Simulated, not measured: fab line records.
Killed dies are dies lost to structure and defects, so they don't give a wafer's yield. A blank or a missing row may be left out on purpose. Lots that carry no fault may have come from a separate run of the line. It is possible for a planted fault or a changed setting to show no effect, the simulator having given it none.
Lot-split experiment -- flow n5_finfet -- 39 wafers read from 7 lots, route of 1938 steps

ON THE SPLIT
At N5_PMOS_HMC_CHANNEL_EPI_EPI_20 (deposits SiGe30, target thk 59 nm), the setting pressure_torr was moved away from the recipe's 20 Torr on 18 of the 39 wafers read, by -7.6% to +15.1%. The other wafers ran this setting at the recipe's value.

The split's own step is where the reading is taken.

THE READING
SiGe30_of_PMOS_HMC_CHANNEL_EPI_EPI_20.thk_nm (the simulator's own value, which no gauge read), in nm, at N5_PMOS_HMC_CHANNEL_EPI_EPI_20 (deposits SiGe30, target thk 59 nm). The file gives no usual value for it. The 21 wafers here that ran the recipe average 59.57 nm, standard deviation 0.58 nm.

wafer,"tool, chamber at the split","pressure_torr as run, Torr",against the recipe,"SiGe30_of_PMOS_HMC_CHANNEL_EPI_EPI_20.thk_nm, nm",against lot-mates on the recipe
L074.1,"epi_rpcvd-04, 0",20,recipe,58.38,-
L074.2,"epi_rpcvd-04, 0",20,recipe,58.93,-
L074.3,"epi_rpcvd-04, 0",20,recipe,59.4,-
L074.4,"epi_rpcvd-04, 0",20,recipe,58.91,-
L074.5,"epi_rpcvd-04, 0",20,recipe,58.87,-
L074.6,"epi_rpcvd-04, 0",20,recipe,59.22,-
L076.1,"epi_rpcvd-04, 0",23.02,+15.1%,62.26,no lot-mate on the recipe
L076.2,"epi_rpcvd-04, 0",23.02,+15.1%,62.39,no lot-mate on the recipe
L076.3,"epi_rpcvd-04, 0",23.02,+15.1%,62.08,no lot-mate on the recipe
L076.4,"epi_rpcvd-04, 0",23.02,+15.1%,62.22,no lot-mate on the recipe
L076.5,"epi_rpcvd-04, 0",23.02,+15.1%,61.76,no lot-mate on the recipe
L076.6,"epi_rpcvd-04, 0",23.02,+15.1%,62.09,no lot-mate on the recipe
L078.1,"epi_rpcvd-04, 0",19.15,-4.3%,58.14,no lot-mate on the recipe
L078.2,"epi_rpcvd-04, 0",19.15,-4.3%,57.16,no lot-mate on the recipe
L078.3,"epi_rpcvd-04, 0",19.15,-4.3%,57.79,no lot-mate on the recipe
L078.4,"epi_rpcvd-04, 0",19.15,-4.3%,58.21,no lot-mate on the recipe
L078.5,"epi_rpcvd-04, 0",19.15,-4.3%,57.59,no lot-mate on the recipe
L078.6,"epi_rpcvd-04, 0",19.15,-4.3%,57.25,no lot-mate on the recipe
L085.1,"epi_rpcvd-04, 0",20,recipe,60.04,-
L085.2,"epi_rpcvd-04, 0",20,recipe,59.73,-
L085.3,"epi_rpcvd-04, 0",20,recipe,60,-
L085.4,"epi_rpcvd-04, 0",20,recipe,59.89,-
L085.5,"epi_rpcvd-04, 0",20,recipe,59.42,-
L085.6,"epi_rpcvd-04, 0",20,recipe,59.67,-
L091.1,"epi_rpcvd-04, 0",18.48,-7.6%,57.75,no lot-mate on the recipe
L091.2,"epi_rpcvd-04, 0",18.48,-7.6%,57.74,no lot-mate on the recipe
L091.3,"epi_rpcvd-04, 0",18.48,-7.6%,58.44,no lot-mate on the recipe
L091.4,"epi_rpcvd-04, 0",18.48,-7.6%,58,no lot-mate on the recipe
L091.5,"epi_rpcvd-04, 0",18.48,-7.6%,57.81,no lot-mate on the recipe
L091.6,"epi_rpcvd-04, 0",18.48,-7.6%,58.01,no lot-mate on the recipe
L094.1,"epi_rpcvd-01, 0",20,recipe,60.05,-
L094.2,"epi_rpcvd-01, 0",20,recipe,59.66,-
L094.3,"epi_rpcvd-01, 0",20,recipe,61.07,-
L094.4,"epi_rpcvd-01, 0",20,recipe,60.34,-
L094.5,"epi_rpcvd-01, 0",20,recipe,59.98,-
L094.6,"epi_rpcvd-01, 0",20,recipe,59.56,-
L096.2,"epi_rpcvd-03, 0",20,recipe,59.36,-
L096.3,"epi_rpcvd-03, 0",20,recipe,59.36,-
L096.5,"epi_rpcvd-03, 0",20,recipe,59.15,-

THE FIT
A straight line over all 39 wafers: SiGe30_of_PMOS_HMC_CHANNEL_EPI_EPI_20.thk_nm changes by +0.197 nm for each +1% of pressure_torr; r = +0.91; the points scatter about the line by 0.61 nm.
Too few moved wafers have a lot-mate on the recipe to fit a line with each lot's own level taken away.

THE FILE'S OWN FIT
SiGe30_of_PMOS_HMC_CHANNEL_EPI_EPI_20.thk_nm changes by +0.197 nm for each +1% of pressure_torr, r = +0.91.
